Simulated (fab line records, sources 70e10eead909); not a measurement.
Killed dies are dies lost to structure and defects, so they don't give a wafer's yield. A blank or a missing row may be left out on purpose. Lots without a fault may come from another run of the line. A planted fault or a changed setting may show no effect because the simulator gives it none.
fab line records | flow nand_harc
record lots=5 wafers=14 last_day=24
route steps=1159 shown P_ZERO_WELL@68 P_STI@69
lots that met no fault: from a run of the same line without faults
start_h: hours from the record's first day to the start of the lot's first wafer shown | wait_h: hours since the lot's step before | " the same as in the row above | L1.1+2: a row that stands for several wafers | - no value, or no start given | * or withheld: withheld | < > ~ a bound
route shown NAME@n: a module of which the file shows steps, and the number in the route of the first | usual: mean/standard deviation of fault-free wafers | same: alike in all rows | chamber/n: place in a boat | sites: the reading at each site | _std_site: their standard deviation | _edge_site: outer sites' mean less inner sites' | radius_mm: how far each site lies from the wafer's centre | mask NAME#n: copy n | behind: the tool/chamber that last shaped the wafer | hold: why the lot was held/for how many hours/how that ended | device: the transistor (n, p or np) that didn't switch | end of line: the same wafers' tests at the end of the route | a step without rows: its recipe alone | killed: dies lost to structure and defects at the first sort, not the wafer's yield | map: a wafer's dies, x killed, . not, _ none there
set.NAME: the setting as run; set.NAME@STEP: as run at that earlier step | model.NAME: the simulator's own value behind a step, which no gauge read
lots at some steps of the route; a table a step, a row a wafer
services: from which hour (start_h, from the record's first day; less than 0 if before it) a tool's chamber was out of use, for how many hours, and why
## steps
# step NHARC_P_ZERO_WELL_INSPECT_43
# usual raw_defect_count=14/6.9
# columns lot.wafer tool chamber start_h wait_h raw_defect_count
L604.4 defect_inspect-01 - 19.49 0.2 16
L604.5 " - " " 32
L604.6 " - " " 13
L609.1 defect_inspect-01 - 50.17 0.6 19
L609.3 " - " " 17
L609.4 " - " " 15
L610.3 defect_inspect-01 - 55.50 0.4 21
L610.5 " - " " 19
L610.6 " - " " 11
L616.1 defect_inspect-01 - 91.74 0.6 16
L616.6 " - " " 17
L627.4 defect_inspect-01 - 157.67 0.3 6
L627.5 " - " " 11
L627.6 " - " " 9
# step NHARC_P_STI_ETCH_26
# recipe target_depth_a=110 chemistry=dHF material=SiO2
# step NHARC_P_STI_PRECLEAN_27
# recipe time_s=* temp_c=50 bath_age_min=0 chemistry=SC1
# step NHARC_P_STI_SRD_28
# step NHARC_P_STI_OXIDE_29
# recipe target_thk_a=100 temp_c=900 ox_time_s=1362 material=SiO2
# step NHARC_P_STI_HM_DEP_30
# recipe target_thk_a=800 temp_c=790 pressure_mtorr=300 time_s=873 material=Si3N4
# step NHARC_P_STI_DEHYDRATE_01
# recipe temp_c=150 time_s=120
# step NHARC_P_STI_HMDS_02
# recipe time_s=30
# step NHARC_P_STI_COAT_41
# recipe temp_c=200 time_s=65
# step NHARC_P_STI_COAT_03
# recipe spin_rpm=2000 resist_thk_nm=600
# step NHARC_P_STI_SOFTBAKE_04
# recipe temp_c=125 time_s=70
# step NHARC_P_STI_EBR_05
# step NHARC_P_STI_EXPOSE_06
# recipe na=0.55 target_cd_nm=200 dose_mj=37.69 mask_id=P_STI
# usual focus_offset_nm=0.0/0.55
# columns lot.wafer tool chamber start_h wait_h mask focus_offset_nm
L604.4 krf_scanner-04 0 37.20 - P_STI#0 -0.7
L604.5 " 0 " " P_STI#0 0.1
L604.6 " 0 " " P_STI#0 -0.1
L609.1 krf_scanner-02 0 63.80 - P_STI#0 0.1
L609.3 " 0 " " P_STI#0 0.2
L609.4 " 0 " " P_STI#0 0.5
L610.3 krf_scanner-01 0 70.72 - P_STI#0 0.3
L610.5 " 0 " " P_STI#0 0.4
L610.6 " 0 " " P_STI#0 0.4
L616.1 krf_scanner-04 0 108.18 - P_STI#0 0.2
L616.6 " 0 " " P_STI#0 0.1
L627.4 krf_scanner-01 0 172.91 - P_STI#0 1.1
L627.5 " 0 " " P_STI#0 -1.0
L627.6 " 0 " " P_STI#0 -0.1
# step NHARC_P_STI_PEB_07
# recipe peb_temp_c=128 peb_time_s=80
# step NHARC_P_STI_DEVELOP_08
# recipe time_s=50 dev_temp_c=22
# step NHARC_P_STI_CD_MEAS_09
# recipe target_cd_nm=200 landing_energy_ev=500
# usual cd_nm=200.0/2.1
# columns lot.wafer tool chamber start_h wait_h cd_nm
L604.4 cd_sem-02 0 37.34 - 200.5
L604.5 " 0 " " 200.4
L604.6 " 0 " " 201.9
L609.1 cd_sem-01 0 63.95 - 200.6
L609.3 " 0 " " 200.1
L609.4 " 0 " " 199.4
L610.3 cd_sem-03 0 70.86 - 199.9
L610.5 " 0 " " 201.6
L610.6 " 0 " " 199.7
L616.1 cd_sem-01 0 108.33 - 196.3
L616.6 " 0 " " 199.1
L627.4 cd_sem-03 0 173.05 - 199.2
L627.5 " 0 " " 202.6
L627.6 " 0 " " 199.0
# step NHARC_P_STI_OVL_MEAS_10
# usual overlay_x_nm=2/5.7 overlay_y_nm=0/4.4
# columns lot.wafer tool chamber start_h wait_h overlay_x_nm overlay_y_nm
L604.4 overlay-02 - 37.42 - 6 -6
L604.5 " - " " 6 -5
L604.6 " - " " 6 -5
L609.1 overlay-01 - 64.04 - 6 -3
L609.3 " - " " 5 -3
L609.4 " - " " 6 -3
L610.3 overlay-02 - 70.95 - 4 -1
L610.5 " - " " 3 -1
L610.6 " - " " 4 -1
L616.1 overlay-01 - 108.42 - 13 2
L616.6 " - " " 14 2
L627.4 overlay-01 - 173.13 - 5 -6
L627.5 " - " " 4 -5
L627.6 " - " " 4 -6
# step NHARC_P_STI_INSPECT_11
# usual raw_defect_count=5/3.3
# columns lot.wafer tool chamber start_h wait_h raw_defect_count
L604.4 defect_inspect-02 - 37.46 0.0 9
L604.5 " - " " 7
L604.6 " - " " 11
L609.1 defect_inspect-02 - 64.08 0.0 7
L609.3 " - " " 3
L609.4 " - " " 6
L610.3 defect_inspect-02 - 70.98 0.0 2
L610.5 " - " " 4
L610.6 " - " " 1
L616.1 defect_inspect-02 - 108.46 0.0 3
L616.6 " - " " 5
L627.4 defect_inspect-01 - 173.17 0.0 2
L627.5 " - " " 4
L627.6 " - " " 6
# step NHARC_P_STI_HARDBAKE_13
# recipe temp_c=118 time_s=65
# step NHARC_P_STI_DESCUM_14
# recipe time_s=3 o2_flow_sccm=200 ar_flow_sccm=0 bias_power_w=0 chemistry=O2
# usual drypump_motor_current_A=5.9/0.46 mfc_ar_sccm=0.007/0.0085 oes_product_au=1.002/0.0098 rf_vpp_V=57.7/0.91 showerhead_plenum_p_Torr=1.90/0.091 throttle_valve_pct=11.310/0.01
# same time_s=3
# columns lot.wafer tool chamber start_h wait_h drypump_motor_current_A mfc_ar_sccm oes_product_au rf_hours_counter_h rf_vpp_V showerhead_plenum_p_Torr throttle_valve_pct model.P_STI.cd_nm
L604.4 rie_diel-09 0 37.64 - 5.7 0.002 1.015 7.4 58.9 1.83 11.310 200.5
L604.6 " 1 " " 5.2 0 0.998 - 57.6 2.06 11.323 201.7
L604.5 " 2 " " 5.7 0 1.019 - 57.7 1.87 11.305 201.4
L609.4 rie_diel-09 0 64.21 - 5.7 0.002 1.012 8.9 57.7 1.83 11.302 199.5
L609.1 " 1 " " 5.2 0 1.015 9.4 58.5 2.06 11.321 200.7
L609.3 " 3 " " 5.4 0.013 1.004 9.1 58.0 2.01 11.327 200.7
L610.3 rie_diel-13 1 71.13 - 6.0 0 0.986 3.1 55.5 1.94 11.307 200
L610.5 " 0 " " 6.1 0.003 1.013 - 56.9 1.84 11.320 200.8
L610.6 " 1 " " 6.0 0 0.995 - 57.9 1.94 11.316 199.8
L616.1 rie_diel-13 0 108.61 - 6.1 0.003 1.009 0 57.4 1.84 11.304 196.7
L616.6 " 3 " " 6.6 0 1.001 - 58.0 1.95 11.320 199.6
L627.4 rie_diel-06 2 173.32 - 5.7 0.009 1.007 3.9 58.2 1.78 11.319 199
L627.6 " 0 " " 5.6 0.009 0.990 - 57.5 2.06 11.287 198.5
L627.5 " 1 " " 5.3 0.027 1.006 - 55.0 1.83 11.311 202.7
# step NHARC_P_STI_ETCH_42
# recipe target_depth_a=800 overetch_a=240 time_s=61 ion_energy_ev=200 n2_flow_sccm=150 h2_flow_sccm=150 ar_flow_sccm=0 rf_w=400 bias_w=150 chemistry=N2/H2
# usual drypump_motor_current_A=5.9/0.45 mfc_ar_sccm=0.007/0.0086 oes_product_au=1.003/0.0098 rf_vpp_V=430.0/2.8 showerhead_plenum_p_Torr=2.02/0.099 throttle_valve_pct=14.170/0.0093
# same time_s=61
# columns lot.wafer tool chamber start_h wait_h drypump_motor_current_A mfc_ar_sccm oes_product_au rf_hours_counter_h rf_vpp_V showerhead_plenum_p_Torr throttle_valve_pct
L604.4 rie_diel-09 1 37.71 0.1 5.2 0 1.006 7.5 434.8 2.20 14.182
L604.5 " 2 " " 5.8 0 1.014 - 428.5 1.99 14.149
L604.6 " 3 " " 5.4 0.013 1.002 - 433.5 2.15 14.163
L609.3 rie_diel-09 1 64.30 0.1 5.2 0 1.000 9.4 434.2 2.20 14.183
L609.4 " 2 " " 5.7 0 1.022 9.6 429.5 1.99 14.167
L609.1 " 0 " " 5.7 0.002 0.998 8.9 426.6 1.95 14.173
L610.3 rie_diel-13 3 71.20 0.1 6.7 0 1.008 3.3 431.8 2.08 14.169
L610.6 " 3 " " 6.6 0 1.002 - 430.7 2.08 14.174
L610.5 " 0 " " 6.1 0.003 1.009 - 429.5 1.96 14.173
L616.1 rie_diel-13 0 108.69 0.1 6.1 0.003 0.994 0.0 427.1 1.96 14.167
L616.6 " 2 " " 5.9 0 0.985 - 427.2 1.93 14.168
L627.4 rie_diel-06 1 173.40 0.1 5.4 0.027 1.008 4.0 428.8 1.95 14.176
L627.6 " 3 " " 6.6 0.013 0.995 - 431.0 2.03 14.166
L627.5 " 0 " " 5.6 0.009 1.008 - 435.2 2.20 14.189
# step NHARC_P_STI_ETCH_31
# recipe target_depth_a=1089 time_s=54.5 cf4_flow_sccm=100 chf3_flow_sccm=30 ar_flow_sccm=0 rf_w=500 bias_w=200 chemistry=CF4/CHF3
# usual drypump_motor_current_A=5.9/0.45 mfc_ar_sccm=0.007/0.0084 oes_product_au=0.963/0.02 rf_vpp_V=370.2/2.5 showerhead_plenum_p_Torr=1.56/0.07 throttle_valve_pct=16.802/0.0094
# same time_s=54.5
# columns lot.wafer tool chamber start_h wait_h drypump_motor_current_A mfc_ar_sccm oes_product_au rf_hours_counter_h rf_vpp_V showerhead_plenum_p_Torr throttle_valve_pct
L604.4 rie_diel-09 1 - - 5.2 0 0.957 7.5 375.0 1.69 16.811
L604.5 " 1 " " 5.2 0 0.957 - 374.1 1.69 16.830
L604.6 " 2 " " 5.7 0 0.952 - 370.2 1.54 16.796
L609.4 rie_diel-09 2 - - 5.7 0 0.988 9.6 367.9 1.54 16.807
L609.1 " 3 " " 5.4 0.013 0.966 9.1 372.4 1.65 16.818
L609.3 " 0 " " 5.7 0.002 0.976 8.9 368.7 1.51 16.801
L610.3 rie_diel-13 1 - - 6.0 0 0.950 3.1 370.9 1.59 16.816
L610.6 " 2 " " 5.9 0 0.982 - 367.1 1.50 16.808
L610.5 " 3 " " 6.6 0 0.990 - 369.9 1.60 16.808
L616.1 rie_diel-13 2 - - 5.9 0 0.958 0.0 367.4 1.50 16.791
L616.6 " 1 " " 5.9 0 0.966 - 370.2 1.59 16.797
L627.4 rie_diel-06 3 - - 6.6 0.013 0.953 4.0 371.2 1.57 16.805
L627.6 " 2 " " 5.7 0.009 0.970 - 367.8 1.47 16.803
L627.5 " 3 " " 6.6 0.013 0.954 - 371.3 1.57 16.804
# step NHARC_P_STI_ETCH_15
# recipe target_depth_a=3000 taper_deg=4 time_s=100.1 hbr_flow_sccm=150 cl2_flow_sccm=50 rf_w=400 icp_w=400 bias_w=100 chemistry=HBr/Cl2
# usual drypump_motor_current_A=5.8/0.37 hbr_flow_sccm=150.1/0.47 oes_product_au=0.998/0.0092 throttle_valve_pct=26.406/0.0086
# same time_s=100.1
# columns lot.wafer tool chamber start_h wait_h drypump_motor_current_A hbr_flow_sccm oes_product_au rf_hours_counter_h throttle_valve_pct model.P_STI.cd_nm
L604.4 rie_si-05 3 37.93 - 6.2 150.3 1.008 1.1 26.404 198.6
L604.6 " 0 " " 5.9 150.3 1.002 - 26.415 201.1
L604.5 " 1 " " 5.7 149.3 1.008 - 26.388 200.2
L609.4 rie_si-04 3 64.49 - 5.1 150.2 1.003 0.8 26.413 198.1
L609.3 " 0 " " 5.7 150.6 0.996 1.0 26.414 197.9
L609.1 " 1 " " 6.0 150.9 0.993 1.0 26.406 199.3
L610.3 rie_si-05 0 71.44 - 6.0 149.8 1.010 0.0 26.407 200.7
L610.5 " 1 " " 5.7 150.5 0.977 - 26.409 201.3
L610.6 " 2 " " 5.5 150.0 1.006 - 26.401 199.7
L616.1 rie_si-04 2 108.90 - 6.2 149.8 0.988 0.0 26.400 194.9
L616.6 " 0 " " 5.8 150.1 0.990 - 26.415 199.5
L627.4 rie_si-04 3 173.63 - 5.1 150.2 0.993 0.4 26.406 197.1
L627.5 " 0 " " 5.8 150.2 0.986 - 26.388 201.3
L627.6 " 1 " " 6.0 150.4 0.972 - 26.405 198.1
# step NHARC_P_STI_CD_MEAS_16
# usual cd_nm=199.2/2.4
# columns lot.wafer tool chamber start_h wait_h cd_nm
L604.4 cd_sem-01 - 38.06 - 198.5
L604.5 " - " " 200.5
L604.6 " - " " 201.1
L609.1 cd_sem-03 - 64.66 - 199.3
L609.3 " - " " 197.6
L609.4 " - " " 198.1
L610.3 cd_sem-01 - 71.56 - 200.3
L610.5 " - " " 201.1
L610.6 " - " " 199.4
L616.1 cd_sem-02 - 109.03 - 194.8
L616.6 " - " " 199.9
L627.4 cd_sem-03 - 173.75 - 197.0
L627.5 " - " " 201.1
L627.6 " - " " 198.2
## services
# columns tool chamber start_h hours kind
krf_scanner-01 - 15.02 0.2 repair
rie_diel-09 0 31.60 - clean
rie_diel-09 1 31.60 - clean
krf_scanner-02 - 38.00 4.0 pm
krf_scanner-04 - 47.12 0.4 repair
krf_scanner-01 - 56.08 1.3 repair
rie_si-05 - 62.00 9.0 pm
rie_diel-06 - 64.20 9.0 pm
rie_diel-09 2 72.09 7.1 repair
rie_diel-09 - 77.10 9.0 pm
krf_scanner-01 - 84.00 4.0 pm
rie_diel-13 - 99.00 9.0 pm
rie_si-04 - 99.00 9.0 pm
rie_diel-09 3 105.47 5.6 repair
rie_diel-06 0 121.33 20.3 repair
krf_scanner-04 - 126.00 4.0 pm
rie_si-04 3 130.86 5.4 repair
rie_diel-09 3 139.04 7.7 repair
rie_diel-13 - 140.30 0.4 repair
rie_si-05 0 145.53 4.8 repair
rie_si-04 0 147.06 8.2 repair
krf_scanner-01 - 147.75 7.0 repair
rie_diel-09 3 148.45 9.0 repair
krf_scanner-02 - 171.90 2.2 repair
## key
first_sign none at tools or gauges
model_effect step=NHARC_P_STI_DESCUM_14 value=P_STI.cd_nm without=203.1 struck=196.7
model_effect step=NHARC_P_STI_ETCH_15 value=P_STI.cd_nm without=201.3 struck=194.9
met_at NHARC_P_STI_EXPOSE_06
struck_wafers L616.1
tester_left_out L616
onset_between 37.20 108.18
fault kind=process_parameter_drift tool=krf_scanner-04 chamber=- onset_h=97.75 steps=NHARC_P_STI_EXPOSE_06 channel=focus_nm offset=190.72 shape=step end_h=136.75 scope=struck_wafers_only
# tester_left_out: of these lots the tester's yield and bins aren't shown, on N5 and GAA mostly nor the transistor test; their killed dies are dies lost to structure and defects alone, not to doping, threshold or leakage, so they don't give the yield
